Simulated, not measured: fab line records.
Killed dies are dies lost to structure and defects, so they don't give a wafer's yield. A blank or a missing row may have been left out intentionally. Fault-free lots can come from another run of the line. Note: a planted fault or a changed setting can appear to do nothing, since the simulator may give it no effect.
Split-lot experiment | flow n5 finfet | 21 wafers read across 7 lots, on a route 1938 steps long

## THE SPLIT
At N5_FIN_SAQP_HM_DEP_72 (deposits SiO2 from SiH4/N2O, target thk 12 nm, time 7.2 s), the setting time s was moved away from the recipe's 7.2 s on 8 of the 21 wafers read, by -12.6% to +14.6%. All remaining wafers had this setting at the recipe value.

## FROM THE SPLIT TO THE READING: what the file shows between them, 4 steps
- N5_FIN_SAQP_COAT_49: time 60 s, resist thk 100 nm
- N5_FIN_SAQP_COAT_50: time 60 s, resist thk 35 nm
- N5_FIN_SAQP_ETCH_52: etches SOC in N2/H2, target depth 100 nm, overetch 20 nm, time 150 s
- N5_FIN_SAQP_STRIP_53: strips in N2/H2

## THE READING
etch.depth nm (the simulator's own value, which no gauge read), in nm, at N5_FIN_SAQP_HM_OPEN_73 (chemistry CHF3/O2, target SiO2, stops on a-Si, target depth 12 nm, time 16.8 s). No usual value for it is given in the file. Here, 13 wafers ran the recipe; their average is 12.03 nm with a standard deviation of 0.18 nm.

wafer  | tool, chamber at the split | time s as run, s | against the recipe | etch.depth nm, nm | against lot-mates on the recipe
L077.1 | pecvd-01, 2                | 7.2              | recipe             | 11.85             | -
L077.2 | pecvd-01, 1                | 7.704            | +7.0%              | 12.38             | +0.53
L077.4 | pecvd-01, 2                | 7.704            | +7.0%              | 12.63             | +0.78
L078.2 | pecvd-01, 2                | 7.2              | recipe             | 11.82             | -
L078.4 | pecvd-01, 2                | 7.2              | recipe             | 12.11             | -
L078.5 | pecvd-01, 1                | 6.292            | -12.6%             | 10.58             | -1.38
L080.1 | pecvd-01, 1                | 7.2              | recipe             | 11.85             | -
L080.2 | pecvd-01, 0                | 7.2              | recipe             | 12.06             | -
L080.5 | pecvd-01, 2                | 7.2              | recipe             | 12.15             | -
L090.2 | pecvd-03, 1                | 7.671            | +6.5%              | 12.47             | +0.29
L090.3 | pecvd-03, 2                | 7.671            | +6.5%              | 12.61             | +0.43
L090.5 | pecvd-03, 0                | 7.2              | recipe             | 12.18             | -
L092.3 | pecvd-01, 1                | 7.2              | recipe             | 12.1              | -
L092.4 | pecvd-01, 1                | 7.2              | recipe             | 12.11             | -
L092.6 | pecvd-01, 2                | 7.2              | recipe             | 12.12             | -
L096.3 | pecvd-02, 1                | 8.249            | +14.6%             | 13.72             | +1.48
L096.4 | pecvd-02, 2                | 7.2              | recipe             | 12.28             | -
L096.6 | pecvd-02, 0                | 7.2              | recipe             | 12.2              | -
L097.1 | pecvd-01, 2                | 6.45             | -10.4%             | 10.54             | -1.07
L097.2 | pecvd-01, 0                | 7.2              | recipe             | 11.61             | -
L097.5 | pecvd-01, 1                | 6.45             | -10.4%             | 10.64             | -0.97

THE FIT
A straight line over all 21 wafers: etch.depth nm changes by +0.112 nm for each +1% of time s; r = +0.96; the points scatter about the line by 0.21 nm.
The same after taking each lot's own level away (the mean of its wafers on the recipe; 21 wafers): +0.0964 nm for each +1%; r = +0.98; scatter 0.13 nm.
That fit puts the effect of the largest move of time s on the reading at 1.4 nm.
From 11.610 to 12.240 nm: that is the span of the lots' own levels, equal to 3.4 times the standard deviation above.
Hence the slope depends on the lot-to-lot level, as the two fits are not the same.
Check: +1.32 nm against its lot-mates is what the line predicts for one of the wafers moved furthest among these (+14.6%) when that wafer is left out of the fit. It came out at +1.48 nm against them.

## THESE WAFERS: OTHER SPLITS
Other splits were also applied to these wafers ahead of the reading. Each is held against what the fit with the lots' levels taken away leaves over:
other split on the same wafers | wafers away from the commonest value | r with etch.depth nm (lot level and that fit taken away)
N5_FIN_SAQP_PECVD_06 time s    | 7                                    | +0.34

## THE WHOLE CHAIN: every reading that the file lists as answering this split, in the file's order
step                   | what it does                                                                   | reading                                                                            | change (the file's fit)               | r (the file's)
N5_FIN_SAQP_HM_DEP_72  | deposits SiO2 from SiH4/N2O, target thk 12 nm, time 7.2 s                      | SiO2_of_FIN_SAQP_HM_DEP_72.thk nm (the simulator's own value, which no gauge read) | +0.099 nm for each +1% of the setting | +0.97
N5_FIN_SAQP_HM_OPEN_73 | chemistry CHF3/O2, target SiO2, stops on a-Si, target depth 12 nm, time 16.8 s | etch.depth nm (the simulator's own value, which no gauge read)                     | +0.099 nm for each +1% of the setting | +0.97

## FILE'S OWN FIT
etch.depth nm changes by +0.099 nm for each +1% of time s, r = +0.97.
